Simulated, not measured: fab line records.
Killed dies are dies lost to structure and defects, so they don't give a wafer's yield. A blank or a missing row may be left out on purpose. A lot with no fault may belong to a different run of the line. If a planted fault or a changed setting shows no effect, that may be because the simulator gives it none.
Comparing a struck lot with a sound one :: flow nand_harc :: 20 steps out of a route of 1302
Sound: the wafers L325.3, L325.5, L325.6. Struck: wafers L336.1, L336.6 (left out: L336.3, a lot-mate that was not struck); the cause follows at the end.
Order at every step that has rows: each side's tool, ch and its chambers, its first start. Under that, the readings that differ: sound wafers :: struck wafers :: difference of the means :: sigmas: that difference in standard deviations of wafers without a fault.
alike: words and numbers the same on both sides, and readings whose means are apart by under 2 such deviations; not compared: readings that were withheld, readings missing a value for some wafer, numbers with overlapping values and no deviation given by the record, and bounds like >300 which may hide the same value.
The two part at a step that has a row with sigmas, a row that says differs or no value, or rows on one side only. When numbers do not overlap yet have no deviation, they are printed without sigmas and do not part them. A reading that every wafer of one side lacks parts them only if that side has two wafers or more.

NHARC_P_CONTACT_CMP_24: polishes, t overpolish 30 s, target thk 200 nm.
  sound on cmp-03 ch 0,1,2, day 8 16:07; struck on cmp-03 ch 0,1, day 12 22:06
  alike: edge_zone_pressure_frac, motor_current_A, overpolish_run_s, time_to_endpoint_s
then, 1 step without rows for these wafers: NHARC_P_CONTACT_SRD_26.
NHARC_P_CONTACT_INSPECT_27:
  struck on defect_inspect-02, day 12 22:27; sound on defect_inspect-02, day 8 16:28
  alike: raw_defect_count
then, 8 steps without rows for these wafers: NHARC_P_M0_DEP_00 (deposits SiOC, target thk 150 nm); NHARC_P_M0_DEHYDRATE_01 (time 120 s); NHARC_P_M0_HMDS_02 (time 30 s); NHARC_P_M0_COAT_33 (time 65 s); NHARC_P_M0_COAT_03 (resist thk 90 nm); NHARC_P_M0_SOFTBAKE_04 (time 55 s); NHARC_P_M0_EBR_05; NHARC_P_M0_EXPOSE_06 (exposes mask P M0, target cd 90 nm).
NHARC_P_M0_PEB_07: peb time 65 s.
  sound on litho_track-04 ch 0, day 8 17:09; struck on litho_track-01 ch 0, day 12 23:16
reading: heater_power_total_W (W)
sound: 157.1 157.2 156.6
struck: 185.9 184.6
difference: +28.3
sigmas: +67
then, 1 step without rows for these wafers: NHARC_P_M0_DEVELOP_08 (develop time 35 s).
NHARC_P_M0_CD_MEAS_09: the cd target is 90 nm.
  sound on cd_sem-03 ch 0, day 8 17:14; struck on cd_sem-01 ch 0, day 12 23:21
reading: cd_nm (nm)
sound: 91.2 90.9 90.5
struck: 78.1 77.3
difference: -13.2
sigmas: -21
NHARC_P_M0_OVL_MEAS_10: pitch 180 nm.
  struck on overlay-02, day 12 23:26; sound on overlay-02, day 8 17:19
  alike: overlay_x_nm, overlay_y_nm
NHARC_P_M0_INSPECT_11:
  struck on defect_inspect-02, day 12 23:28; sound on defect_inspect-01, day 8 17:22
  alike: raw_defect_count
NHARC_P_M0_DESCUM_14: chemistry O2, time 3 s.
  sound on rie_diel-08 ch 0,2,3, day 8 17:44; struck on rie_diel-04 ch 2,3, day 12 23:32
reading: oes_product_au (a.u.)
sound: 1.018 1.004 0.994
struck: 0.984 0.983
difference: -0.022
sigmas: -3

reading: model.P_M0.cd_nm (nm)
sound: 90.65 90.46 90.39
struck: 78.05 77.61
difference: -12.67
sigmas: 
  alike: drypump_motor_current_A, rf_vpp_V, showerhead_plenum_p_Torr, throttle_valve_pct
  not compared: rf_hours_counter_h
NHARC_P_M0_ETCH_34: etches the open film in N2/H2, target depth 40 nm, overetch 12 nm, time 43.94 s.
  sound on rie_diel-08 ch 0,1,2, day 8 17:49; struck on rie_diel-04 ch 2, day 12 23:38
  alike: drypump_motor_current_A, oes_product_au, rf_vpp_V, showerhead_plenum_p_Torr, throttle_valve_pct
  not compared: rf_hours_counter_h
NHARC_P_M0_ETCH_15: etches the open film in C4F8/Ar, target depth 150 nm, overetch 15 nm, time 82.5 s.
  sound on rie_diel-08 ch 0,1,3; struck on rie_diel-04 ch 3
reading: model.P_M0.cd_nm (nm)
sound: 90.48 90.44 90.1
struck: 77.86 77.39
difference: -12.72
sigmas: 
  alike: oes_product_au, rf_vpp_V
  not compared: rf_hours_counter_h
NHARC_P_M0_CD_MEAS_16:
  struck on cd_sem-02, day 12 23:53; sound on cd_sem-03, day 8 18:01
reading: cd_nm (nm)
sound: 90.3 90.7 90.3
struck: 78.1 77.0
difference: -12.9
sigmas: -17

== WHERE THEY PART ==
Last at NHARC_P_M0_CD_MEAS_16 as far as this record goes, first at NHARC_P_M0_PEB_07.

WHY: whatever the simulator had introduced
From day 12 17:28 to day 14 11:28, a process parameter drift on litho_track-01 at NHARC_P_M0_PEB_07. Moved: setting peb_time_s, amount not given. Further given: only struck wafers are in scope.
